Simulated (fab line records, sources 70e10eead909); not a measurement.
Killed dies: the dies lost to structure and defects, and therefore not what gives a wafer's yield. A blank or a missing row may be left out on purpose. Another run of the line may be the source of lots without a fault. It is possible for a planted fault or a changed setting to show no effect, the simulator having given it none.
Struck lot and sound lot, side by side / flow nandHarc / 13 steps out of a route of 1302
Sound: wafers L923.3, L923.4, L923.6. The struck wafers were L933.1, L933.4, L933.6. The cause comes at the end.
Each step with rows lists, per side, the tool, then ch with its chambers, then its first start. Under that, the readings that differ: sound wafers / struck wafers / difference of the means / sigmas: that difference in standard deviations of wafers without a fault.
alike: a reading whose means differ by less than 2 such deviations, as well as words and numbers matching on both sides. not compared: withheld readings; readings where some wafer has no value; bounds like >300 that might hide an equal value; numbers whose values overlap and for which the record gives no deviation.
A row with sigmas, a row that says differs or no value, or rows on one side alone: a step with any of these is where the two part. Numbers that have no deviation but don't overlap get no sigmas and don't part them. A reading missing from all wafers of one side parts the sides only when that side holds two or more wafers.

NHARC_A_DECK1_JOINT_CMP_02: polishes SiOx.
  sound on cmp-04 ch 1,2, day 13 09:26; struck on cmp-04 ch 0,1,3, day 17 02:33
  alike: motorCurrentA
then, 1 step without rows for these wafers: NHARC_A_DECK1_JOINT_SRD_15.
NHARC_A_DECK1_JOINT_DEP_16: deposits SiO2, target thk 45 nm.
  sound on pecvd-03 ch 0,1,2, day 13 09:50; struck on pecvd-03 ch 0,1,2, day 17 03:00
reading=flowSccm (sccm); sound=2637 2642 2643; struck=2662 2662 2648; difference=+17; sigmas=+2
  alike: chamberPressureTorr, heaterPowerW, susceptorTempC, throttleValvePct
NHARC_A_DECK1_JOINT_THK_MEAS_17: measures by ellipsometry.
  sound on filmMetro-02, day 13 10:07; struck on filmMetro-01, day 17 03:13
  alike: thkNm
NHARC_A_DECK1_JOINT_INSPECT_05:
  sound on defectInspect-01, day 13 10:09; struck on defectInspect-02, day 17 03:15
  alike: rawDefectCount
next comes 1 step that has no rows for these wafers: NHARC_A_ONON_D2_DEP_00 (target thickness 1000 nm).
NHARC_A_ONON_D2_THK_MEAS_02: measures by ellipsometry.
  sound on filmMetro-02, day 13 10:44; struck on filmMetro-01, day 17 03:50
  alike: thkNm
next comes 1 step that has no rows for these wafers: NHARC_A_ONON_D2_DEP_03 (target thickness 1000 nm).
NHARC_A_ONON_D2_THK_MEAS_05: measures by ellipsometry.
  sound on filmMetro-02, day 13 11:17; struck on filmMetro-02, day 17 04:24
  alike: thkNm
next comes 1 step that has no rows for these wafers: NHARC_A_ONON_D2_DEP_06 (target thickness 1000 nm).
NHARC_A_ONON_D2_THK_MEAS_08: measures by ellipsometry.
  sound on filmMetro-01, day 13 11:52; struck on filmMetro-02, day 17 04:58
reading=thkNm (nm); sound=1004 1007 1005; struck=989 987 989; difference=-17; sigmas=-2
NHARC_A_ONON_D2_DEP_09: target thk 1000 nm.
  sound on pecvdOnon-02 ch 0, day 13 12:02; struck on pecvdOnon-02, day 17 05:02
  no value came back on the struck wafers for n2FlowSccm (sccm), n2oFlowSccm (sccm), susceptorTempC (C); on the sound wafers n2FlowSccm (sccm) reads 2733 2750 2751
-- jump in the record: it breaks off in module A_ONON_D2 and resumes in module END (first step shown: number 1302 of the route), and 12 days separate the struck wafers' starts before and after --
NHARC_END_SORT_01:
  sound on prober-02 ch 0, day 25 11:10; struck on prober-01 ch 0, day 29 13:53
reading=killedAtArray; sound=27 23 13; struck=673 677 672; difference=+653; sigmas=+33
reading=killedDies; sound=31 27 14; struck=677 677 677; difference=+653; sigmas=+31
  alike: killedAtOther, killedAtPeriphery, killedOpen, killedShort

== WHERE THEY PART ==
Earliest at NHARC_A_DECK1_JOINT_DEP_16; latest, in this record, at NHARC_END_SORT_01.

WHY: what had been put in by the simulator
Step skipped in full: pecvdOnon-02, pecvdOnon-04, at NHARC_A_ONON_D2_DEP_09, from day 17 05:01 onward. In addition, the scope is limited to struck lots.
